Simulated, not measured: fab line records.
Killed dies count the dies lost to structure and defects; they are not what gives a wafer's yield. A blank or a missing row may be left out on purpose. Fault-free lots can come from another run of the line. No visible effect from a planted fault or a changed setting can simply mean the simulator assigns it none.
The tool behind it: which one? + flow n5 finfet + Sampling: 9 lots, 27 wafers, 5 of 1938 route steps

WHAT THE GAUGES SHOWED, per wafer
N5_HKMG_FIN_INSPECT_14: inspects for defects (macro). Usual: raw defect count at 2.0, with a standard deviation of 1.3.
| lot  | measured    | on                | raw defect count | flag |
|------|-------------|-------------------|------------------|------|
| L513 | day 4 12:14 | defect inspect-02 | 1 2 1            |      |
| L514 | day 4 14:41 | defect inspect-01 | 0 4 2            |      |
| L516 | day 5 11:21 | defect inspect-02 | 4 0 5            |      |
| L518 | day 5 18:11 | defect inspect-02 | 3 1 3            |      |
| L522 | day 6 18:05 | defect inspect-02 | 1 2 0            |      |
| L527 | day 8 00:14 | defect inspect-02 | 2 2 2            |      |
| L530 | day 8 16:37 | defect inspect-01 | 1 3 2            |      |
| L533 | day 9 13:44 | defect inspect-01 | 2 0 3            |      |
| L534 | day 9 17:14 | defect inspect-02 | 0 2 4            |      |

N5_BEOL_M4_RC_MEAS_101. Usual: DIBL_N 35.9 mV/V, standard deviation 1.3; DIBL_P 36.3 mV/V, standard deviation 1.5; IOFF_N 0.153 nA/um, standard deviation 0.023; IOFF_P 0.208 nA/um, standard deviation 0.028; ION_N 672 uA/um, standard deviation 9.7; ION_P 462 uA/um, standard deviation 6.6; SS_N 71.5 mV/dec, standard deviation 0.53; SS_P 73.3 mV/dec, standard deviation 0.59; VT_N 250.4 mV, standard deviation 2.7; VT_P -250.5 mV, standard deviation 3.
| lot  | measured     | on        | DIBL_N (mV/V)  | DIBL_P (mV/V)  | IOFF_N (nA/um)    | IOFF_P (nA/um)    | ION_N (uA/um) | ION_P (uA/um) | SS_N (mV/dec)  | SS_P (mV/dec)  | VT_N (mV)         | VT_P (mV)            | flag |
|------|--------------|-----------|----------------|----------------|-------------------|-------------------|---------------|---------------|----------------|----------------|-------------------|----------------------|------|
| L513 | day 8 15:58  | prober-01 | 35.9 37.1 37.2 | 35.8 37.6 37.0 | 0.154 0.182 0.181 | 0.189 0.213 0.215 | 673 677 684   | 457 457 465   | 71.3 71.6 72.2 | 73.1 73.7 74.0 | 251.8 251.6 248.6 | -254.4 -250.9 -250.2 |      |
| L514 | day 9 02:06  | prober-02 | 34.1 33.4 34.4 | 36.7 36.1 36.6 | 0.150 0.139 0.148 | 0.207 0.206 0.195 | 674 665 664   | 467 463 455   | 71.5 71.5 71.6 | 73.5 73.4 73.8 | 247.2 248.8 246.3 | -250.3 -250.9 -252.2 |      |
| L516 | day 9 11:50  | prober-02 | 35.4 35.8 35.4 | 35.4 35.4 35.4 | 0.143 0.147 0.144 | 0.196 0.200 0.190 | 674 677 669   | 466 456 460   | 71.4 70.9 71.3 | 72.8 72.8 72.3 | 250.7 249.8 251.7 | -251.0 -250.4 -251.9 |      |
| L518 | day 10 07:00 | prober-01 | 36.8 36.9 35.7 | 37.2 35.8 35.7 | 0.170 0.168 0.149 | 0.235 0.222 0.217 | 681 685 671   | 470 469 467   | 72.2 70.7 71.8 | 73.8 73.4 73.9 | 248.3 248.3 252.0 | -249.1 -250.4 -249.9 |      |
| L522 | day 10 20:38 | prober-01 | 35.1 35.7 35.5 | 34.6 35.3 34.3 | 0.125 0.141 0.130 | 0.201 0.216 0.170 | 666 670 668   | 466 462 455   | 70.8 71.6 71.7 | 72.6 73.7 73.0 | 253.6 248.8 253.1 | -245.9 -247.0 -250.8 |      |
| L527 | day 12 12:07 | prober-02 | 35.8 36.5 36.9 | 36.8 36.9 37.4 | 0.158 0.169 0.172 | 0.198 0.254 0.271 | 678 690 675   | 465 474 474   | 72.3 71.4 71.3 | 73.4 73.7 73.6 | 247.3 245.1 250.5 | -256.3 -247.2 -245.2 |      |
| L530 | day 13 16:50 | prober-02 | 34.6 36.1 35.8 | 34.6 35.9 36.2 | 0.142 0.158 0.146 | 0.180 0.198 0.207 | 679 679 666   | 461 460 456   | 70.4 71.5 71.8 | 72.8 73.5 73.4 | 248.7 250.2 252.1 | -251.5 -250.3 -248.1 |      |
| L533 | day 14 01:19 | prober-02 | 37.1 36.4 36.6 | 38.5 37.5 37.4 | 0.190 0.170 0.165 | 0.239 0.215 0.209 | 690 691 679   | 472 468 462   | 71.4 71.4 71.7 | 74.4 74.6 73.0 | 247.0 248.6 249.0 | -248.6 -250.0 -248.8 |      |
| L534 | day 14 04:28 | prober-02 | 34.8 35.1 36.2 | 35.7 36.5 37.1 | 0.130 0.138 0.155 | 0.177 0.189 0.208 | 667 674 671   | 465 461 459   | 71.1 71.4 71.0 | 73.4 72.4 73.0 | 252.7 252.6 252.4 | -253.0 -253.8 -251.6 |      |

TOOL THAT RAN EACH LOT (tool first, then ch and the chambers of the sampled wafers, then the start)
| lot  | N5_HKMG_FIN_ALD_79                 | N5_HKMG_FIN_PWFM_ALD_03            | N5_HKMG_FIN_ETCH_31               |
|------|------------------------------------|------------------------------------|-----------------------------------|
| L513 | ald metal-04 ch 0,1,3, day 4 10:03 | ald metal-02 ch 0,1,2, day 4 11:21 | rie diel-06 ch 0,2, day 4 12:20   |
| L514 | ald metal-03 ch 1,2,3, day 4 12:42 | ald metal-04 ch 0,1,2, day 4 13:47 | rie diel-05 ch 0,1,2, day 4 14:45 |
| L516 | ald metal-02 ch 0,1,2, day 5 09:20 | ald metal-03 ch 0,2, day 5 10:28   | rie diel-05 ch 0,1,2, day 5 11:25 |
| L518 | ald metal-02 ch 0,2,3, day 5 16:21 | ald metal-03 ch 0,1,3, day 5 17:26 | rie diel-06 ch 0,1,2, day 5 18:16 |
| L522 | ald metal-03 ch 1,3, day 6 16:09   | ald metal-03 ch 0,1,3, day 6 17:19 | rie diel-03 ch 0,1,3, day 6 18:09 |
| L527 | ald metal-02 ch 1,2, day 7 22:23   | ald metal-03 ch 0,1,3, day 7 23:28 | rie diel-03 ch 1,2,3, day 8 01:11 |
| L530 | ald metal-02 ch 0,1,2, day 8 14:38 | ald metal-04 ch 2,3, day 8 15:44   | rie diel-03 ch 0,2,3, day 8 16:46 |
| L533 | ald metal-02 ch 1,2, day 9 11:45   | ald metal-04 ch 0,1,2, day 9 12:50 | rie diel-05 ch 2,3, day 9 13:48   |
| L534 | ald metal-02 ch 0,1,3, day 9 15:02 | ald metal-02 ch 0,1,2, day 9 16:20 | rie diel-06 ch 0,1,3, day 9 17:35 |
- N5_HKMG_FIN_ALD_79: deposits TiN, target thk 1.5 nm, pulse time 1 s, purge time 3 s.
- N5_HKMG_FIN_PWFM_ALD_03: deposits TiN, target thk 2 nm, pulse time 1 s, purge time 3 s.
- N5_HKMG_FIN_ETCH_31: etches SiARC in CF4, target depth 45.5 nm, time 75.8 s.

AS READ BY THE TOOLS THEMSELVES (means over the sampled wafers that have a number; for cases with no such wafer, the mark the record gives instead)
N5_HKMG_FIN_ALD_79. Usual: heater power w 866 W, standard deviation 64; precursor pulse height rel 0.997, standard deviation 0.023.
| lot  | tool         | heater power w (W) | precursor pulse height rel | flag |
|------|--------------|--------------------|----------------------------|------|
| L513 | ald metal-04 | 856                | 0.988                      |      |
| L514 | ald metal-03 | 851                | 0.979                      |      |
| L516 | ald metal-02 | 904                | 0.997                      |      |
| L518 | ald metal-02 | 881                | 0.976                      |      |
| L522 | ald metal-03 | 820                | 0.991                      |      |
| L527 | ald metal-02 | 879                | 0.998                      |      |
| L530 | ald metal-02 | 923                | 1.027                      |      |
| L533 | ald metal-02 | 897                | 0.983                      |      |
| L534 | ald metal-02 | 875                | 0.985                      |      |

N5_HKMG_FIN_PWFM_ALD_03. Usual: heater power w 866 W, standard deviation 64; precursor pulse height rel 0.998, standard deviation 0.021.
| lot  | tool         | heater power w (W) | precursor pulse height rel | flag |
|------|--------------|--------------------|----------------------------|------|
| L513 | ald metal-02 | 912                | 0.986                      |      |
| L514 | ald metal-04 | 802                | 1.007                      |      |
| L516 | ald metal-03 | 918                | 1.007                      |      |
| L518 | ald metal-03 | 854                | 0.970                      |      |
| L522 | ald metal-03 | 840                | 1.011                      |      |
| L527 | ald metal-03 | 840                | 0.991                      |      |
| L530 | ald metal-04 | 864                | 0.984                      |      |
| L533 | ald metal-04 | 807                | 0.998                      |      |
| L534 | ald metal-02 | 911                | 1.002                      |      |

N5_HKMG_FIN_ETCH_31. Usual: cf4 flow sccm 100.0 sccm (standard deviation 0.3); drypump motor current A 5.8 A (standard deviation 0.35); etch rf on time s 75.8 s (standard deviation 1.2); oes product au 0.67 a.u. (standard deviation 0.088); rf vpp V 183.8 V (standard deviation 1.4); showerhead plenum p Torr 2.11 Torr (standard deviation 0.092); throttle valve pct 15.69 % (standard deviation 0.25).
| lot  | tool        | cf4 flow sccm (sccm) | drypump motor current A (A) | etch rf on time s (s) | oes product au (a.u.) | rf vpp V (V) | showerhead plenum p Torr (Torr) | throttle valve pct (%) | flag |
|------|-------------|----------------------|-----------------------------|-----------------------|-----------------------|--------------|---------------------------------|------------------------|------|
| L513 | rie diel-06 | 99.8                 | 6.1                         | 75.6                  | 0.65                  | 183.0        | 2.11                            | 15.61                  |      |
| L514 | rie diel-05 | 100.0                | 5.5                         | 76.3                  | 0.60                  | 183.0        | 2.04                            | 15.74                  |      |
| L516 | rie diel-05 | 100.1                | 5.5                         | 75.6                  | 0.60                  | 182.9        | 2.04                            | 15.76                  |      |
| L518 | rie diel-06 | 99.7                 | 5.8                         | 74.8                  | 0.73                  | 184.7        | 2.16                            | 15.48                  |      |
| L522 | rie diel-03 | 100.1                | 5.9                         | 76.5                  | 0.62                  | 185.6        | 2.19                            | 15.85                  |      |
| L527 | rie diel-03 | 100.0                | 6.0                         | 75.3                  | 0.71                  | 184.1        | 2.14                            | 15.81                  |      |
| L530 | rie diel-03 | 100.1                | 5.9                         | 75.8                  | 0.63                  | 184.1        | 2.11                            | 15.79                  |      |
| L533 | rie diel-05 | 100.2                | 5.7                         | 74.1                  | 0.84                  | 186.3        | 2.28                            | 15.25                  |      |
| L534 | rie diel-06 | 100.1                | 5.9                         | 76.1                  | 0.72                  | 184.0        | 2.14                            | 15.43                  |      |

THE ANSWER, worked out from the rows above alone
Rule: lot off if the mean of its wafers having a number is beyond 3 standard deviations from the usual mean. A lot without any number at a reading at which 4 lots or more have one is off too. The other lots that the step has rows for count as sound. Order of review: gauges by route order, followed by the tools' own readings, for which a lot's mean as printed above is used. The first step at which some lot is off is used, and at that step the reading that is off furthest; a lot without a number counts as furthest.
No lot is off on any of the readings shown, so nothing can be concluded from this.

WHAT WAS PUT IN BY THE SIMULATOR
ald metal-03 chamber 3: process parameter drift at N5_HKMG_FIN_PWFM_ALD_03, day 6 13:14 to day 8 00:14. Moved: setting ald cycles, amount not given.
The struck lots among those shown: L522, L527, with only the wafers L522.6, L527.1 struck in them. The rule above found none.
